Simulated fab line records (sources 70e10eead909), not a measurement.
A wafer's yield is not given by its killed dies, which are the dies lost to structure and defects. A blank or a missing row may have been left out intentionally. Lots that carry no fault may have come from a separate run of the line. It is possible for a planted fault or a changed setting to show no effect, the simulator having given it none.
Comparing a struck lot with a sound one    flow nand_harc    14 steps out of a route of 1302
Sound: wafers L556.1, L556.3, L556.5. Struck: wafers L566.4, L566.5. (L566.3 of the same lot was not struck and is left out.) The cause comes at the end.
Each step with rows lists, per side, the tool, then ch with its chambers, then its first start. Under that, the readings that differ: sound wafers    struck wafers    difference of the means    sigmas: that difference in standard deviations of wafers without a fault.
alike: same words and numbers on both sides, and readings whose means sit less than 2 such deviations apart. not compared: any withheld reading, any reading some wafer has no value for, any bound like >300 that may hide the same value, and any number with overlapping values for which the record gives no deviation.
The two part at a step that has a row with sigmas, a row that says differs or no value, or rows on one side only. Non-overlapping numbers with no deviation appear without sigmas and do not part them. Lack of a reading on every wafer of one side parts them only where that side has two or more wafers.

first, 4 steps without rows for these wafers: NHARC_A_WL_FILL_STRIP_28 (strips in post etch residue remover, time 1200 s); NHARC_A_WL_FILL_PRECLEAN_06 (cleans in DIW, time 300 s); NHARC_A_WL_FILL_SRD_07; NHARC_A_WL_FILL_ANNEAL_08 (time 1800 s).
NHARC_A_WL_FILL_ALD_10: deposits SiO2, target thk 50 nm, pulse time 10 s, ald cycles 500.
  sound on ald_hk-02 ch 0,1,2, day 21 12:40; struck on ald_hk-01 ch 2,3, day 25 05:53
  alike: heater_power_w, precursor_pulse_height_rel
NHARC_A_WL_FILL_ETCHBACK_16: etches the open film in C4F8/O2/Ar, target depth 120 nm, time 24 s.
  sound: rie_diel-05 ch 0,2; struck: rie_diel-09 ch 0,1
  alike: oes_product_au, rf_vpp_V, run_length_s
  not compared: rf_hours_counter_h
NHARC_A_WL_FILL_STRIP_29: strips in O2, time 20 s.
  sound on rie_diel-05 ch 0,2, day 21 16:22; struck on rie_diel-09 ch 0,3, day 25 10:07
  alike: drypump_motor_current_A, oes_product_au, rf_vpp_V, showerhead_plenum_p_Torr, throttle_valve_pct
  not compared: rf_hours_counter_h
NHARC_A_WL_FILL_ETCHBACK_17: etches the open film in Cl2/BCl3, target depth 4 nm, time 26.7 s.
  sound on rie_metal-02 ch 0, day 21 16:29; struck on rie_metal-01 ch 0,1, day 25 10:14
reading                      sound        struck   difference  sigmas
drypump_motor_current_A (A)  5.2 5.2 5.2  6.5 5.9  +1.0        +2
  alike: oes_product_au, run_length_s
  not compared: rf_hours_counter_h
then, 3 steps without rows for these wafers: NHARC_A_WL_FILL_PRECLEAN_18 (cleans in dHF, time 30 s); NHARC_A_WL_FILL_SRD_21; NHARC_A_WL_FILL_CVD_23 (deposits poly-Si, target thk 40 nm, time 800 s).
NHARC_A_WL_FILL_ETCHBACK_26: etches the open film in HBr, target depth 52 nm, time 13.3 s.
  sound on rie_si-03 ch 1,3, day 21 21:41; struck on rie_si-05 ch 1,2, day 25 16:03
reading           sound           struck     difference  sigmas
run_length_s (s)  34.8 34.3 34.8  31.8 31.7  -2.9        -7
  alike: drypump_motor_current_A, oes_product_au, throttle_valve_pct
  not compared: rf_hours_counter_h
then, 1 step without rows for these wafers: NHARC_A_WL_FILL_PRECLEAN_30 (cleans in dHF, time 10 s).
-- break in the record here, with 4 days between the starts of the struck wafers on either side (left off in module A_WL_FILL, picked up again in module END, where the first step shown is number 1302 on the route) --
NHARC_END_SORT_01:
  only the struck wafers appear in the record here, on prober-01 ch 0 at day 29 19:10; the sound ones have no rows

WHERE THEY PART
Last at NHARC_END_SORT_01 as far as this record goes, first at NHARC_A_WL_FILL_ETCHBACK_17.

WHY: what the simulator had put in
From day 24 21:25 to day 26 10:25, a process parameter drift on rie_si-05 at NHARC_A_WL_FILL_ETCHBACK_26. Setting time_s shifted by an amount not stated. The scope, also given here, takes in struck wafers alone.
